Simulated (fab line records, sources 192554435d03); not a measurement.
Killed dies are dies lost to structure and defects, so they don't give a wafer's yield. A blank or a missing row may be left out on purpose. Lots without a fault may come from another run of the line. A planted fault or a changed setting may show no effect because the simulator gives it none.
Chamber matching | flow n5_finfet | N5_BEOL_M0_SAQP_ETCH_88 on rie_diel-01: 4 sister chambers
The step etches underlayer in N2/H2, target depth 6.5 nm, time 5.2 s. 7 wafers are shown with their chamber, then 8 later ones without.

WAFERS WITH THEIR CHAMBER
wafer  | chamber | showerhead_plenum_p_Torr (Torr) | throttle_valve_pct (%)
L078.1 | 1       | 2.59                            | 17.73
L080.4 | 0       | 2.60                            | 18.01
L080.5 | 2       | 2.52                            | 18.39
L085.2 | 1       | 2.58                            | 17.72
L085.3 | 3       | 2.43                            | 17.92
L085.6 | 0       | 2.60                            | 18.08
L087.2 | 2       | 2.51                            | 18.42

WAFERS WITHOUT THEIR CHAMBER
wafer  | showerhead_plenum_p_Torr (Torr) | throttle_valve_pct (%)
L087.3 | 2.43                            | 17.95
L087.6 | 2.59                            | 18.06
L090.1 | 2.59                            | 18.05
L090.4 | 2.51                            | 18.43
L090.6 | 2.59                            | 18.06
L092.2 | 2.59                            | 18.08
L092.4 | 2.58                            | 17.76
L092.6 | 2.50                            | 18.46

WHICH CHAMBER EACH WENT THROUGH
wafer  | from the rows above | in truth
L087.3 | 3                   | 3
L087.6 | 0                   | 0
L090.1 | 0                   | 0
L090.4 | 2                   | 2
L090.6 | 0                   | 0
L092.2 | 0                   | 0
L092.4 | 1                   | 1
L092.6 | 2                   | 2
Placed correctly: 8 of 8. Can't be placed from these rows: 0. Placed wrongly: 0.
How it was worked out, from the rows above alone: a wafer's distance from a chamber is the root of the sum, over the readings, of the square of ((its reading less the chamber's mean) divided by the reading's scatter). The wafer belongs to the nearest chamber; if the next one is less than 2 further off, it can't be placed. A chamber's mean is the mean of its shown wafers. The scatter: the root of (the sum of the squares of (reading less its chamber's mean) over the shown wafers, divided by (wafers less chambers)).
